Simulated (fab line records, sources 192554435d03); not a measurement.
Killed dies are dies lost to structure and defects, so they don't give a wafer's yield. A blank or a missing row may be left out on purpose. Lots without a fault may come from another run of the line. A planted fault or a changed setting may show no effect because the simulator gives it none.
Chamber matching | flow n5_finfet | N5_BEOL_M8_ETCH_61 on rie_diel-03: 4 sister chambers
The step etches SiARC in CF4, target depth 45.5 nm, time 75.8 s. 4 wafers are shown with their chamber, then 7 later ones without.

WAFERS WITH THEIR CHAMBER
wafer  | chamber | drypump_motor_current_A (A)
L082.3 | 1       | 5.7
L082.4 | 2       | 5.7
L085.2 | 0       | 5.3
L085.3 | 3       | 6.6

WAFERS WITHOUT THEIR CHAMBER
wafer  | drypump_motor_current_A (A)
L085.4 | 5.7
L089.2 | 5.8
L089.5 | 5.6
L089.6 | 5.3
L096.1 | 5.7
L096.2 | 5.7
L096.4 | 5.4

WHICH CHAMBER EACH WENT THROUGH
wafer  | from the rows above     | in truth
L085.4 | can't be placed: 1 or 2 | 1
L089.2 | can't be placed: 1 or 2 | 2
L089.5 | can't be placed: 1 or 2 | 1
L089.6 | 0                       | 0
L096.1 | can't be placed: 1 or 2 | 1
L096.2 | can't be placed: 1 or 2 | 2
L096.4 | 0                       | 0
Placed correctly: 2 of 7. Can't be placed from these rows: 5 (the true chamber is among the candidates in 5). Placed wrongly: 0.
How it was worked out, from the rows above alone: a wafer's distance from a chamber is the root of the sum, over the readings, of the square of ((its reading less the chamber's mean) divided by the reading's scatter). The wafer belongs to the nearest chamber; if the next one is less than 2 further off, it can't be placed. A chamber's mean is the mean of its shown wafers. The scatter: with one shown wafer a chamber, the root of the mean of the squares of how far each hidden wafer lies from its nearest shown one.
